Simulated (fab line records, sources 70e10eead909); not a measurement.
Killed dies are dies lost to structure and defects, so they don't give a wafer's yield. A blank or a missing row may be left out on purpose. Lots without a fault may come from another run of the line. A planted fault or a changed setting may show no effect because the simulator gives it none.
Which tool did it? | flow nand_harc | 24 lots, 72 wafers sampled, at 5 steps of a route of 1159

WHAT THE GAUGES READ, wafer by wafer
NHARC_P_ZERO_WELL_CD_MEAS_24: target cd 720 nm. Usual: cd_nm 720.0 nm, standard deviation 1.4.
lot  | measured    | on        | cd_nm (nm)        | flag
L074 | day 1 14:40 | cd_sem-02 | 719.7 718.2 719.6 |
L075 | day 1 20:31 | cd_sem-03 | 720.5 719.7 720.3 |
L076 | day 2 02:32 | cd_sem-02 | 720.8 721.3 721.1 |
L077 | day 2 08:28 | cd_sem-01 | 718.6 719.1 720.2 |
L078 | day 2 15:38 | cd_sem-03 | 722.7 722.4 721.1 |
L079 | day 2 20:37 | cd_sem-02 | 718.6 718.2 719.8 |
L080 | day 3 02:37 | cd_sem-03 | 721.7 721.1 722.5 |
L081 | day 3 08:35 | cd_sem-03 | 717.8 719.5 718.2 |
L082 | day 3 14:35 | cd_sem-03 | 717.7 719.1 719.5 |
L083 | day 3 20:45 | cd_sem-03 | 719.0 718.8 718.4 |
L084 | day 4 02:27 | cd_sem-02 | 721.9 722.0 721.0 |
L085 | day 4 08:34 | cd_sem-02 | 719.7 721.3 719.9 |
L086 | day 4 14:28 | cd_sem-01 | 721.8 722.8 720.2 |
L087 | day 4 20:40 | cd_sem-02 | 719.5 719.0 718.4 |
L088 | day 5 02:41 | cd_sem-02 | 720.8 719.9 718.6 |
L089 | day 5 08:35 | cd_sem-01 | 721.1 720.6 721.0 |
L090 | day 5 14:32 | cd_sem-01 | 721.8 720.1 722.0 |
L091 | day 5 20:38 | cd_sem-02 | 719.7 720.1 720.6 |
L092 | day 6 02:28 | cd_sem-02 | 720.9 719.7 721.6 |
L093 | day 6 08:38 | cd_sem-02 | 718.7 719.9 719.1 |
L094 | day 6 14:20 | cd_sem-02 | 718.6 719.6 717.4 |
L095 | day 6 20:36 | cd_sem-03 | 721.8 720.0 721.4 |
L096 | day 7 02:29 | cd_sem-02 | 719.9 720.4 720.9 |
L097 | day 7 08:36 | cd_sem-03 | 720.0 717.0 717.8 |

NHARC_P_M0_OVL_MEAS_10: pitch 180 nm. Usual: overlay_x_nm -0.1 nm, standard deviation 0.85; overlay_y_nm -0.1 nm, standard deviation 0.72.
lot  | measured     | on         | overlay_x_nm (nm) | overlay_y_nm (nm) | flag
L074 | day 5 10:11  | overlay-01 | -1.2 -1.6 -1.2    | -0.6 -0.1 -0.7    |
L075 | day 6 07:50  | overlay-01 | 1.1 0.1 0.9       | -0.5 -0.8 -0.5    |
L076 | day 6 09:15  | overlay-01 | 0.4 0.7 -0.2      | 0.0 1.0 1.1       |
L077 | day 6 12:00  | overlay-02 | -1.2 -1.0 -1.4    | 0.0 0.8 0.6       |
L078 | day 6 17:14  | overlay-02 | 0.2 0.4 0.0       | -1.0 -0.3 -0.1    |
L079 | day 7 00:53  | overlay-01 | 0.1 0.6 0.0       | -1.5 -1.5 -1.8    |
L080 | day 7 14:50  | overlay-01 | 1.0 0.1 0.6       | -0.6 -1.0 -0.8    |
L081 | day 7 15:46  | overlay-01 | -0.2 -0.8 -0.6    | -0.1 -0.2 -0.4    |
L082 | day 7 15:14  | overlay-01 | -1.1 -1.2 -0.8    | 0.7 0.5 0.1       |
L083 | day 8 01:33  | overlay-01 | -1.0 -1.5 -1.2    | 0.1 0.0 0.1       |
L084 | day 8 00:53  | overlay-02 | 1.1 1.3 1.4       | -1.3 -1.4 -1.7    |
L085 | day 9 02:52  | overlay-01 | -0.5 -0.5 0.0     | 0.1 -0.2 0.5      |
L086 | day 9 04:16  | overlay-01 | -0.5 -0.2 0.4     | -0.4 -0.6 -1.0    |
L087 | day 9 17:29  | overlay-01 | 1.1 0.9 0.8       | 0.2 0.0 -0.4      |
L088 | day 9 03:31  | overlay-02 | 1.1 1.2 0.8       | -1.4 -1.5 -2.0    |
L089 | day 10 04:22 | overlay-01 | -1.3 -1.3 -1.2    | -0.2 -0.5 -0.6    |
L090 | day 10 01:07 | overlay-01 | -1.2 0.1 -0.4     | 0.6 0.5 0.5       |
L091 | day 10 05:02 | overlay-01 | -1.1 -0.1 -0.7    | -0.2 0.1 -0.1     |
L092 | day 10 07:08 | overlay-01 | -0.2 0.3 -0.4     | 0.0 0.1 -0.5      |
L093 | day 10 21:53 | overlay-01 | 0.7 0.4 0.4       | 0.2 0.2 -0.2      |
L094 | day 10 17:12 | overlay-01 | -0.1 -0.1 -0.4    | 0.5 1.1 0.9       |
L095 | day 11 02:44 | overlay-02 | -1.7 -1.0 -1.0    | 0.9 1.4 1.2       |
L096 | day 11 04:47 | overlay-02 | 0.7 1.1 1.2       | -0.5 -0.4 0.0     |
L097 | day 11 21:40 | overlay-01 | 0.0 0.4 0.1       | -0.3 0.4 -0.1     |

NHARC_P_BONDPAD_CD_MEAS_13. Usual: cd_nm 499.6 nm, standard deviation 1.5.
lot  | measured     | on        | cd_nm (nm)        | flag
L074 | day 5 23:28  | cd_sem-02 | 501.2 501.9 500.9 |
L075 | day 6 21:33  | cd_sem-03 | 499.1 498.7 499.1 |
L076 | day 6 22:35  | cd_sem-03 | 500.6 500.4 498.9 |
L077 | day 7 01:01  | cd_sem-02 | 502.0 499.3 501.0 |
L078 | day 7 06:51  | cd_sem-03 | 498.4 496.1 497.2 |
L079 | day 7 13:59  | cd_sem-03 | 500.6 500.0 500.2 |
L080 | day 8 04:01  | cd_sem-01 | 499.7 499.6 499.9 |
L081 | day 8 06:58  | cd_sem-01 | 498.9 498.8 499.8 |
L082 | day 8 05:08  | cd_sem-03 | 501.5 500.0 501.3 |
L083 | day 8 15:14  | cd_sem-03 | 502.6 502.9 499.5 |
L084 | day 8 14:03  | cd_sem-03 | 499.2 500.4 500.3 |
L085 | day 9 16:39  | cd_sem-02 | 501.8 501.1 501.3 |
L086 | day 9 18:25  | cd_sem-02 | 497.7 498.8 498.2 |
L087 | day 10 07:07 | cd_sem-02 | 497.8 499.3 499.9 |
L088 | day 9 17:46  | cd_sem-02 | 500.7 500.7 500.4 |
L089 | day 10 17:42 | cd_sem-02 | 499.4 498.5 498.5 |
L090 | day 10 15:51 | cd_sem-03 | 498.6 496.8 498.3 |
L091 | day 10 19:56 | cd_sem-01 | 498.8 496.5 498.0 |
L092 | day 10 20:52 | cd_sem-01 | 499.9 501.1 500.1 |
L093 | day 11 11:02 | cd_sem-02 | 496.9 499.5 497.7 |
L094 | day 11 06:23 | cd_sem-01 | 499.6 499.7 500.5 |
L095 | day 11 15:56 | cd_sem-03 | 498.6 501.8 500.6 |
L096 | day 11 18:04 | cd_sem-03 | 499.1 499.8 500.3 |
L097 | day 12 11:38 | cd_sem-02 | 496.7 498.9 496.3 |

WHICH TOOL RAN EACH LOT (tool, then ch and the chambers of the sampled wafers, then the start)
lot  | NHARC_P_GATE_STRIP_108             | NHARC_P_M1_DEGAS_29
L074 | rie_diel-13 ch 2,3, day 4 07:12    | pvd_sputter-02, day 5 15:19
L075 | rie_diel-13 ch 0,3, day 5 02:16    | pvd_sputter-01, day 6 13:02
L076 | rie_diel-13 ch 0,1,3, day 5 02:28  | pvd_sputter-01, day 6 14:17
L077 | rie_diel-11 ch 2,3, day 5 10:50    | pvd_sputter-02, day 6 17:01
L078 | rie_diel-13 ch 1,2,3, day 5 17:09  | pvd_sputter-01, day 6 22:40
L079 | rie_diel-13 ch 0,2,3, day 5 23:57  | pvd_sputter-01, day 7 06:11
L080 | rie_diel-04 ch 0,1,3, day 6 10:50  | pvd_sputter-03, day 7 19:55
L081 | rie_diel-13 ch 1,2,3, day 6 13:17  | pvd_sputter-03, day 7 22:11
L082 | rie_diel-04 ch 0,2,3, day 6 12:28  | pvd_sputter-03, day 7 21:04
L083 | rie_diel-11 ch 0,2,3, day 7 01:20  | pvd_sputter-01, day 8 06:47
L084 | rie_diel-11 ch 0,1, day 7 00:32    | pvd_sputter-02, day 8 06:02
L085 | rie_diel-13 ch 0,1, day 8 01:58    | pvd_sputter-01, day 9 07:58
L086 | rie_diel-04 ch 0,1,3, day 8 03:08  | pvd_sputter-03, day 9 09:26
L087 | rie_diel-04 ch 1,2,3, day 8 03:18  | pvd_sputter-03, day 9 22:52
L088 | rie_diel-04 ch 0,1,3, day 8 02:59  | pvd_sputter-03, day 9 08:43
L089 | rie_diel-04 ch 0,1,3, day 8 16:12  | pvd_sputter-02, day 10 09:36
L090 | rie_diel-04 ch 0,1,2, day 8 15:14  | pvd_sputter-01, day 10 06:13
L091 | rie_diel-13 ch 1,2,3, day 9 01:17  | pvd_sputter-01, day 10 10:23
L092 | rie_diel-04 ch 0,1,2, day 9 07:24  | pvd_sputter-03, day 10 12:14
L093 | rie_diel-11 ch 1,2,3, day 9 17:01  | pvd_sputter-03, day 11 03:01
L094 | rie_diel-11 ch 0,1,2, day 9 16:02  | pvd_sputter-01, day 10 22:19
L095 | rie_diel-13 ch 0,3, day 10 02:17   | pvd_sputter-03, day 11 07:59
L096 | rie_diel-04 ch 0,1, day 10 05:05   | pvd_sputter-02, day 11 10:05
L097 | rie_diel-04 ch 0,2,3, day 10 21:34 | pvd_sputter-03, day 12 02:44
- NHARC_P_GATE_STRIP_108: strips in O2.
- NHARC_P_M1_DEGAS_29: time 60 s.

WHAT THE TOOLS THEMSELVES READ (means of the sampled wafers that have a number; where no wafer has one, the mark that the record gives instead)
NHARC_P_GATE_STRIP_108. Usual: chamber_pressure_mTorr 60.00 mTorr, standard deviation 0.053; drypump_motor_current_A 5.7 A, standard deviation 0.38; oes_product_au 0.998 a.u., standard deviation 0.008; rf_vpp_V 57.6 V, standard deviation 0.83; showerhead_plenum_p_Torr 3.46 Torr, standard deviation 0.1; throttle_valve_pct 17.036 %, standard deviation 0.0089.
lot  | tool        | chamber_pressure_mTorr (mTorr) | drypump_motor_current_A (A) | oes_product_au (a.u.) | rf_vpp_V (V) | showerhead_plenum_p_Torr (Torr) | throttle_valve_pct (%) | flag
L074 | rie_diel-13 | 59.99                          | 6.0                         | 0.999                 | 57.9         | 3.35                            | 17.042                 |
L075 | rie_diel-13 | 60.02                          | 5.8                         | 0.996                 | 57.6         | 3.52                            | 17.043                 |
L076 | rie_diel-13 | 59.95                          | 5.8                         | 0.997                 | 57.2         | 3.47                            | 17.041                 |
L077 | rie_diel-11 | 60.00                          | 5.8                         | 0.999                 | 57.8         | 3.49                            | 17.028                 |
L078 | rie_diel-13 | 59.99                          | 5.9                         | 0.992                 | 56.5         | 3.38                            | 17.027                 |
L079 | rie_diel-13 | 60.02                          | 5.9                         | 0.994                 | 57.8         | 3.43                            | 17.037                 |
L080 | rie_diel-04 | 59.98                          | 5.5                         | 1.002                 | 58.4         | 3.47                            | 17.041                 |
L081 | rie_diel-13 | 59.98                          | 5.9                         | 0.987                 | 57.0         | 3.38                            | 17.044                 |
L082 | rie_diel-04 | 59.95                          | 5.4                         | 1.004                 | 58.2         | 3.47                            | 17.030                 |
L083 | rie_diel-11 | 59.98                          | 5.7                         | 1.006                 | 58.1         | 3.44                            | 17.037                 |
L084 | rie_diel-11 | 59.95                          | 5.6                         | 1.002                 | 57.4         | 3.43                            | 17.033                 |
L085 | rie_diel-13 | 60.00                          | 5.4                         | 0.987                 | 57.2         | 3.52                            | 17.040                 |
L086 | rie_diel-04 | 60.01                          | 5.5                         | 1.001                 | 57.8         | 3.47                            | 17.030                 |
L087 | rie_diel-04 | 59.98                          | 5.5                         | 0.995                 | 57.9         | 3.53                            | 17.035                 |
L088 | rie_diel-04 | 59.99                          | 5.4                         | 0.998                 | 57.2         | 3.47                            | 17.033                 |
L089 | rie_diel-04 | 59.98                          | 5.5                         | 1.000                 | 57.2         | 3.47                            | 17.036                 |
L090 | rie_diel-04 | 59.99                          | 5.7                         | 0.998                 | 57.9         | 3.45                            | 17.035                 |
L091 | rie_diel-13 | 60.01                          | 5.8                         | 0.992                 | 56.9         | 3.37                            | 17.034                 |
L092 | rie_diel-04 | 59.99                          | 5.7                         | 1.011                 | 57.3         | 3.45                            | 17.037                 |
L093 | rie_diel-11 | 59.99                          | 5.7                         | 1.002                 | 57.3         | 3.51                            | 17.043                 |
L094 | rie_diel-11 | 59.97                          | 5.7                         | 1.010                 | 58.2         | 3.47                            | 17.028                 |
L095 | rie_diel-13 | 59.97                          | 5.8                         | 0.993                 | 57.2         | 3.50                            | 17.036                 |
L096 | rie_diel-04 | 60.03                          | 5.7                         | 1.005                 | 56.7         | 3.39                            | 17.034                 |
L097 | rie_diel-04 | 60.01                          | 5.4                         | 1.004                 | 58.0         | 3.46                            | 17.036                 |

NHARC_P_M1_DEGAS_29. Usual: heater_power_w 345 W, standard deviation 29.
lot  | tool           | heater_power_w (W) | flag
L074 | pvd_sputter-02 | 347                |
L075 | pvd_sputter-01 | 351                |
L076 | pvd_sputter-01 | 339                |
L077 | pvd_sputter-02 | 319                |
L078 | pvd_sputter-01 | 337                |
L079 | pvd_sputter-01 | 349                |
L080 | pvd_sputter-03 | 342                |
L081 | pvd_sputter-03 | 342                |
L082 | pvd_sputter-03 | 350                |
L083 | pvd_sputter-01 | 336                |
L084 | pvd_sputter-02 | 315                |
L085 | pvd_sputter-01 | 350                |
L086 | pvd_sputter-03 | 354                |
L087 | pvd_sputter-03 | 374                |
L088 | pvd_sputter-03 | 370                |
L089 | pvd_sputter-02 | 361                |
L090 | pvd_sputter-01 | 348                |
L091 | pvd_sputter-01 | 349                |
L092 | pvd_sputter-03 | 343                |
L093 | pvd_sputter-03 | 347                |
L094 | pvd_sputter-01 | 341                |
L095 | pvd_sputter-03 | 371                |
L096 | pvd_sputter-02 | 343                |
L097 | pvd_sputter-03 | 336                |

THE ANSWER, worked out from the rows above alone
Rule: a lot is off if the mean of its wafers that have a number lies more than 3 standard deviations from the usual mean. A lot without any number at a reading at which 4 lots or more have one is off too. The other lots that the step has rows for count as sound. The gauges are gone through in route order, then the tools' own readings, and for those a lot's mean is taken as printed above. The first step at which some lot is off is used, and at that step the reading that is off furthest; a lot without a number counts as furthest.
No lot is off at any reading shown: from this, nothing can be told.

WHAT THE SIMULATOR HAD PUT IN
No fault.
